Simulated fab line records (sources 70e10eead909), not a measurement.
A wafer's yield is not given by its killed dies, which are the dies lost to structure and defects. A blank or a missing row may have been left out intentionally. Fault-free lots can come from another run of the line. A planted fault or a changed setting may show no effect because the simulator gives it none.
Matching of chambers -- flow nand_harc -- 4 sister chambers for NHARC_P_M2_DESCUM_14 on rie_diel-06
The step chemistry O2, time 3 s. 8 wafers are shown with their chamber, then 9 later ones without.

== EACH WAFER AND ITS CHAMBER ==
wafer,chamber,drypump_motor_current_A (A),oes_product_au (a.u.)
L083.2,1,6.7,1.004
L083.6,0,5.5,0.996
L087.1,2,5.8,1.001
L087.5,0,5.5,0.989
L087.6,3,6.0,0.988
L086.1,1,6.7,1.006
L086.3,3,6.1,0.991
L086.5,2,5.8,0.987

== WAFERS WITHOUT THEIR CHAMBER ==
wafer,drypump_motor_current_A (A),oes_product_au (a.u.)
L091.1,6.0,0.998
L091.4,6.7,1.009
L091.5,6.0,0.992
L093.2,6.7,1.001
L093.4,5.5,1.014
L093.6,5.6,1.013
L097.2,5.8,1.018
L097.3,6.7,1.006
L097.5,6.0,1.030

== CHAMBER TAKEN BY EACH ==
wafer,from the rows above,in truth
L091.1,3,3
L091.4,1,1
L091.5,3,3
L093.2,1,1
L093.4,0,0
L093.6,can't be placed: 0 or 2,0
L097.2,2,2
L097.3,1,1
L097.5,can't be placed: 3 or 2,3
Correctly placed: 7 of 9. From these rows, 2 cannot be placed; in 2 the true chamber is one of the candidates. Wrongly placed: 0.
How it was worked out, from the rows above alone: a wafer's distance from a chamber is the root of the sum, over the readings, of the square of ((its reading less the chamber's mean) divided by the reading's scatter). The wafer belongs to the nearest chamber; if the next one is less than 2 further off, it can't be placed. For every chamber, the mean is computed from those of its wafers that are shown. How the scatter is found: for the shown wafers, subtract from each reading the mean of its chamber, square and add these, divide the total by (wafers less chambers), then take the root.
